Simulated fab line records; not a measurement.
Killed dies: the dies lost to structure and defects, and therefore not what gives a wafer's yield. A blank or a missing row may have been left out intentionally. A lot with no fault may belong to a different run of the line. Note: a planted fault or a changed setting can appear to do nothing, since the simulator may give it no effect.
Which tool is to blame? ; flow n5-finfet ; 9 lots with 27 wafers sampled at 7 steps, on a route of 1938 steps

## WHAT THE GAUGES READ, wafer by wafer
N5_MOL_CONTACT_COAG_CD_MEAS_84 targets a cd of 25.1 nm.
lot;measured;on;cd-nm (nm)
L225;day 5 12:21;cd-sem-03;25.56 24.82 25.12
L227;day 5 21:24;cd-sem-01;25.27 25.06 24.75
L234;day 7 16:18;cd-sem-02;25.20 25.11 24.94
L236;day 8 04:22;cd-sem-02;24.67 25.10 25.33
L238;day 9 00:26;cd-sem-01;25.29 25.38 25.27
L241;day 9 13:11;cd-sem-02;25.40 25.49 25.39
L243;day 9 20:52;cd-sem-01;25.33 25.03 25.20
L245;day 10 13:23;cd-sem-03;25.19 25.18 25.43
L246;day 10 15:45;cd-sem-01;25.27 25.10 25.25

N5_MOL_CONTACT_COAG_INSPECT_57: inspects for defects (brightfield).
lot;measured;on;raw-defect-count
L225;day 5 12:26;defect-inspect-01;267 215 249
L227;day 5 21:29;defect-inspect-02;197 170 281
L234;day 7 16:23;defect-inspect-01;794 790 840
L236;day 8 04:27;defect-inspect-02;860 814 770
L238;day 9 00:31;defect-inspect-01;140 197 146
L241;day 9 13:17;defect-inspect-01;161 188 175
L243;day 9 20:58;defect-inspect-02;350 328 433
L245;day 10 13:28;defect-inspect-01;109 141 172
L246;day 10 15:50;defect-inspect-01;232 238 252

N5_MOL_CONTACT_COAG_INSPECT_42: inspects for defects (brightfield).
lot;measured;on;raw-defect-count
L225;day 5 13:41;defect-inspect-02;243 196 224
L227;day 5 23:02;defect-inspect-02;195 176 283
L234;day 7 18:05;defect-inspect-01;801 779 816
L236;day 8 05:44;defect-inspect-01;887 829 787
L238;day 9 02:21;defect-inspect-01;120 204 133
L241;day 9 14:47;defect-inspect-01;146 182 177
L243;day 9 22:36;defect-inspect-01;388 346 468
L245;day 10 14:44;defect-inspect-02;98 129 156
L246;day 10 17:13;defect-inspect-02;218 225 233

N5_BEOL_M4_RC_MEAS_101.
lot;measured;on;DIBL_N (mV/V);DIBL_P (mV/V);IOFF_N (nA/um);IOFF_P (nA/um);ION_N (uA/um);ION_P (uA/um);SS_N (mV/dec);SS_P (mV/dec);VT_N (mV);VT_P (mV)
L225;day 8 03:04;prober-01;35.5 35.7 34.9;35.7 35.9 34.7;0.15 0.15 0.13;0.20 0.21 0.19;662 661 655;458 459 450;71.6 71.4 71.9;73.3 72.8 72.6;250 254 251;-251 -251 -251
L227;day 8 16:58;prober-02;35.0 33.2 33.3;34.4 31.5 32.3;0.14 0.10 0.11;0.18 0.13 0.15;666 647 650;453 440 452;71.1 70.8 70.9;73.2 72.8 72.7;249 256 256;-254 -256 -253
L234;day 11 21:26;prober-02;38.4 37.1 35.5;39.9 37.6 36.4;0.19 0.17 0.14;0.26 0.24 0.20;689 673 669;467 465 459;71.9 71.4 70.8;74.1 73.6 73.8;247 251 251;-250 -246 -249
L236;day 11 20:07;prober-02;37.1 38.7 39.6;36.1 37.1 38.6;0.15 0.16 0.18;0.19 0.20 0.23;667 661 677;455 450 460;71.9 72.4 71.6;72.6 73.5 73.8;250 250 249;-252 -251 -248
L238;day 13 00:21;prober-01;40.2 37.9 37.9;39.4 37.2 36.3;0.22 0.17 0.16;0.27 0.22 0.21;683 667 667;469 463 457;72.0 71.9 71.3;74.3 74.1 74.1;245 249 251;-246 -249 -251
L241;day 13 05:17;prober-02;39.6 39.0 37.7;39.7 39.1 38.0;0.21 0.19 0.17;0.25 0.24 0.22;684 676 674;467 463 470;72.5 72.7 72.5;73.8 73.7 73.3;244 249 251;-249 -249 -251
L243;day 13 20:22;prober-02;36.9 34.1 39.1;37.5 33.3 39.4;0.17 0.12 0.21;0.21 0.14 0.23;678 659 682;459 448 458;71.0 70.7 72.3;73.6 72.5 73.4;248 255 246;-251 -256 -251
L245;day 14 05:52;prober-01;37.9 37.1 40.2;38.8 37.0 40.1;0.20 0.18 0.24;0.25 0.22 0.28;699 679 693;473 463 469;72.3 71.9 72.8;74.4 73.8 74.6;245 246 243;-248 -249 -250
L246;day 14 01:46;prober-02;36.8 33.8 34.3;36.2 32.4 33.0;0.16 0.12 0.13;0.20 0.15 0.16;676 666 672;458 460 459;71.6 70.9 70.7;74.0 72.0 72.4;251 255 253;-249 -256 -252

## WHAT TOOL EACH LOT RAN ON (gives the tool, then ch and the chambers of the sampled wafers, and finally the start)
lot;N5_MOL_CONTACT_COAG_SPUTTER_143;N5_MOL_CONTACT_COAG_ALD_123;N5_MOL_CONTACT_COAG_VIA_ETCH_46
L225;pvd-sputter-01, day 5 05:57;ald-sin-03 ch 1,2,3, day 5 11:23;rie-diel-02 ch 0,1,3, day 5 12:56
L227;pvd-sputter-01, day 5 14:21;ald-sin-01 ch 0,2,3, day 5 20:32;rie-diel-06 ch 1,3, day 5 22:18
L234;pvd-sputter-02, day 7 10:21;ald-sin-01 ch 0,3, day 7 15:20;rie-diel-06 ch 1,2,3, day 7 17:21
L236;pvd-sputter-02, day 7 20:45;ald-sin-01 ch 1,2, day 8 03:31;rie-diel-05 ch 1,3, day 8 04:59
L238;pvd-sputter-01, day 8 15:19;ald-sin-03 ch 0,1,2, day 8 23:31;rie-diel-05 ch 0,1,2, day 9 01:29
L241;pvd-sputter-01, day 9 04:52;ald-sin-03 ch 1,2,3, day 9 12:21;rie-diel-05 ch 1,2,3, day 9 13:55
L243;pvd-sputter-03, day 9 13:28;ald-sin-02 ch 0,1,2, day 9 19:53;rie-diel-05 ch 1,2,3, day 9 21:49
L245;pvd-sputter-02, day 10 07:17;ald-sin-01 ch 1,2,3, day 10 12:31;rie-diel-05 ch 1,2, day 10 14:00
L246;pvd-sputter-03, day 10 08:19;ald-sin-02 ch 0,2,3, day 10 14:47;rie-diel-05 ch 1,2, day 10 16:20
- N5_MOL_CONTACT_COAG_SPUTTER_143: material Co, target thk 2.5 nm.
- N5_MOL_CONTACT_COAG_ALD_123: deposits SiNx, target thk 5 nm, pulse time 1 s, purge time 2 s.
- N5_MOL_CONTACT_COAG_VIA_ETCH_46: etches SiO2 in C4F6/O2, target depth 46 nm, overetch 9.2 nm, time 40 s.

## WHAT THE TOOLS THEMSELVES READ (means of the sampled wafers that have a number; where no wafer has one, the mark that the record gives instead)
N5_MOL_CONTACT_COAG_SPUTTER_143.
lot;tool;throttle-valve-pct (%)
L225;pvd-sputter-01;30.6
L227;pvd-sputter-01;30.7
L234;pvd-sputter-02;31.1
L236;pvd-sputter-02;30.6
L238;pvd-sputter-01;30.7
L241;pvd-sputter-01;30.8
L243;pvd-sputter-03;30.1
L245;pvd-sputter-02;29.9
L246;pvd-sputter-03;29.7

N5_MOL_CONTACT_COAG_ALD_123.
lot;tool;heater-power-w (W);precursor-pulse-height-rel
L225;ald-sin-03;805;1.007
L227;ald-sin-01;922;1.009
L234;ald-sin-01;934;1.015
L236;ald-sin-01;869;1.012
L238;ald-sin-03;807;1.002
L241;ald-sin-03;789;0.993
L243;ald-sin-02;843;0.986
L245;ald-sin-01;843;0.998
L246;ald-sin-02;795;0.994

N5_MOL_CONTACT_COAG_VIA_ETCH_46.
lot;tool;chamber-pressure-mTorr (mTorr);drypump-motor-current-A (A);oes-product-au (a.u.);rf-vpp-V (V);showerhead-plenum-p-Torr (Torr);throttle-valve-pct (%)
L225;rie-diel-02;9.991;6.0;0.72;1595;2.91;41.1
L227;rie-diel-06;10.000;5.2;0.66;1607;2.73;40.6
L234;rie-diel-06;9.998;5.1;0.64;1614;2.79;41.2
L236;rie-diel-05;9.998;5.9;0.74;1612;2.82;41.1
L238;rie-diel-05;10.001;6.4;0.68;1606;2.87;41.2
L241;rie-diel-05;10.004;6.2;0.68;1602;2.83;41.3
L243;rie-diel-05;9.998;6.1;0.69;1603;2.83;41.3
L245;rie-diel-05;9.998;6.4;0.65;1592;2.85;41.5
L246;rie-diel-05;9.996;6.4;0.65;1592;2.84;41.5

## THE ANSWER, worked out from the rows above alone
Rule: usual is defined by the lots themselves. Put in order of their means at a reading, lots are off if they are a third of the lots or fewer, leave a main group of 4 or more, and stand apart from it by a gap of 3 or more times the standard deviation of the main group's means; of several such gaps the widest counts. The tables above print the reading to a certain number of digits; a main group whose means all agree to those digits is not used. Also off: a lot with no number at a reading for which 4 or more lots have one. The other lots that the step has rows for count as sound. After the gauges, taken in route order, come the tools' own readings; for these a lot's mean is taken, as printed above. At the first step where some lot is off, the reading lying furthest off is the one used; lots without a number count as furthest.
Off, at N5_MOL_CONTACT_COAG_INSPECT_57 on raw-defect-count: L234, L236. Mean 221 and standard deviation 71 in the main group.
A tool fits if, at a process step before that reading, it ran every lot that is off, and no sound lot after the first of them. Gauges at N5_MOL_CONTACT_COAG_INSPECT_57: tried the same way as those tools. None of those tried fits.

## WHAT THE SIMULATOR HAD INSERTED
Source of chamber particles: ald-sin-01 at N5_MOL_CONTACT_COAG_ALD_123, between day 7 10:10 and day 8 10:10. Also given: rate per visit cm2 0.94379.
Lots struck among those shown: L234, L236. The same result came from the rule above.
